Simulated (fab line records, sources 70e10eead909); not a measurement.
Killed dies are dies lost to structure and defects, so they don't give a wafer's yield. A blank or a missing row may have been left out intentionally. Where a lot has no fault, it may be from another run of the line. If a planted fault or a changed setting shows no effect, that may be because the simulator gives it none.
Matching of chambers + flow nandHarc + NHARC_A_CONTACT_ETCH_92 on rieDiel-02 has 4 sister chambers
The step etches the open film in CH3F/O2, target depth 40 nm, time 85.7 s. 8 wafers are shown with their chamber, then 7 later ones without.

## WAFERS PAIRED WITH THEIR CHAMBERS
| wafer  | chamber | rfVppV (V) | oesProductAu (a.u.) |
|--------|---------|------------|---------------------|
| L983.2 | 3       | 245.0      | 0.937               |
| L987.5 | 1       | 244.1      | 0.949               |
| L987.6 | 2       | 241.1      | 0.934               |
| L986.1 | 0       | 244.8      | 0.919               |
| L986.5 | 1       | 247.2      | 0.939               |
| L986.6 | 2       | 242.3      | 0.927               |
| L990.2 | 0       | 244.3      | 0.937               |
| L990.3 | 3       | 246.1      | 0.916               |

## WAFERS WITH NO CHAMBER GIVEN
| wafer  | rfVppV (V) | oesProductAu (a.u.) |
|--------|------------|---------------------|
| L990.5 | 247.3      | 0.933               |
| L989.4 | 246.0      | 1.015               |
| L989.5 | 244.7      | 1.023               |
| L989.6 | 242.3      | 1.001               |
| L100.1 | 245.3      | 0.928               |
| L100.2 | 246.1      | 0.938               |
| L100.5 | 244.8      | 0.914               |

## WHICH CHAMBER EACH WENT THROUGH
| wafer  | from the rows above               | in truth |
|--------|-----------------------------------|----------|
| L990.5 | can't be placed: 3 or 1 or 0      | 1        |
| L989.4 | can't be placed: 1 or 0 or 3 or 2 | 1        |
| L989.5 | can't be placed: 1 or 0 or 2 or 3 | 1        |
| L989.6 | can't be placed: 1 or 2 or 0 or 3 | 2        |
| L100.1 | can't be placed: 3 or 0 or 1      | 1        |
| L100.2 | can't be placed: 1 or 3 or 0      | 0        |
| L100.5 | can't be placed: 3 or 0 or 1 or 2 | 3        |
Placed correctly: 0 of 7. Cannot be placed on the basis of these rows: 7; the candidates contain the true chamber in 7. Wrongly placed: 0.
How it was worked out, from the rows above alone: a wafer's distance from a chamber is the root of the sum, over the readings, of the square of ((its reading less the chamber's mean) divided by the reading's scatter). If the next closest chamber is less than 2 further off than the closest, the wafer can't be placed; otherwise it belongs to the closest. Each chamber's mean is taken over the wafers shown for it. The scatter: the root of (the sum of the squares of (reading less its chamber's mean) over the shown wafers, divided by (wafers less chambers)).
